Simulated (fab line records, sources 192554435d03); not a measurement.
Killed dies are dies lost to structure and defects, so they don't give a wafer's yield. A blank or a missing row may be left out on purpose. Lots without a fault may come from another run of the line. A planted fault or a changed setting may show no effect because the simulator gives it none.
Chamber matching | flow n5_finfet | N5_BEOL_M8_CURE_74 on uv_cure-01: 3 sister chambers
The step cures SiCOH lowk, time 240 s. 16 wafers are shown with their chamber, then 8 later ones without.

WAFERS WITH THEIR CHAMBER
wafer  | chamber | wafer_temp_C_max | lamp_power_pct (%)
L076.1 | 2       | 387.3            | 52.30
L076.2 | 2       | 387.4            | 52.24
L076.4 | 2       | 386.9            | 52.17
L080.3 | 0       | 386.7            | 52.35
L080.5 | 0       | 386.0            | 52.32
L080.6 | 0       | 385.7            | 52.41
L083.2 | 1       | 386.6            | 52.34
L083.5 | 1       | 386.8            | 52.33
L083.6 | 1       | 388.1            | 52.23
L084.2 | 1       | 386.6            | 52.33
L084.3 | 1       | 386.6            | 52.29
L084.6 | 1       | 386.3            | 52.29
L082.1 | 0       | 385.8            | 52.37
L082.4 | 0       | 386.1            | 52.27
L082.5 | 0       | 386.3            | 52.43
L086.1 | 2       | 386.5            | 52.33

SIGNATURES (means of the wafers above)
reading          | chamber 0 | chamber 1 | chamber 2 | scatter within a chamber
wafer_temp_C_max | 386.100   | 386.833   | 387.025   | 0.498
lamp_power_pct   | 52.3583   | 52.3017   | 52.2600   | 0.056
Rule: a wafer's distance from a chamber is the root of the sum, over the readings, of the square of ((its reading less the chamber's mean) divided by the reading's scatter). The wafer belongs to the nearest chamber; if the next one is less than 2 further off, it can't be placed. The scatter: the root of (the sum of the squares of (reading less its chamber's mean) over the shown wafers, divided by (wafers less chambers)).

WAFERS WITHOUT THEIR CHAMBER
wafer  | wafer_temp_C_max | lamp_power_pct (%)
L086.2 | 387.4            | 52.31
L086.3 | 386.0            | 52.25
L088.2 | 387.5            | 52.34
L088.3 | 387.2            | 52.33
L088.5 | 387.8            | 52.34
L092.2 | 386.6            | 52.20
L092.3 | 386.8            | 52.37
L092.5 | 387.6            | 52.25

WHICH CHAMBER EACH WENT THROUGH
wafer  | from the rows above          | in truth
L086.2 | can't be placed: 1 or 2 or 0 | 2
L086.3 | can't be placed: 1 or 0 or 2 | 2
L088.2 | can't be placed: 1 or 2 or 0 | 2
L088.3 | can't be placed: 1 or 2 or 0 | 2
L088.5 | can't be placed: 1 or 2 or 0 | 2
L092.2 | can't be placed: 2 or 1 or 0 | 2
L092.3 | can't be placed: 1 or 0 or 2 | 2
L092.5 | can't be placed: 2 or 1      | 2
Placed correctly: 0 of 8. Can't be placed from these rows: 8 (the true chamber is among the candidates in 8). Placed wrongly: 0.
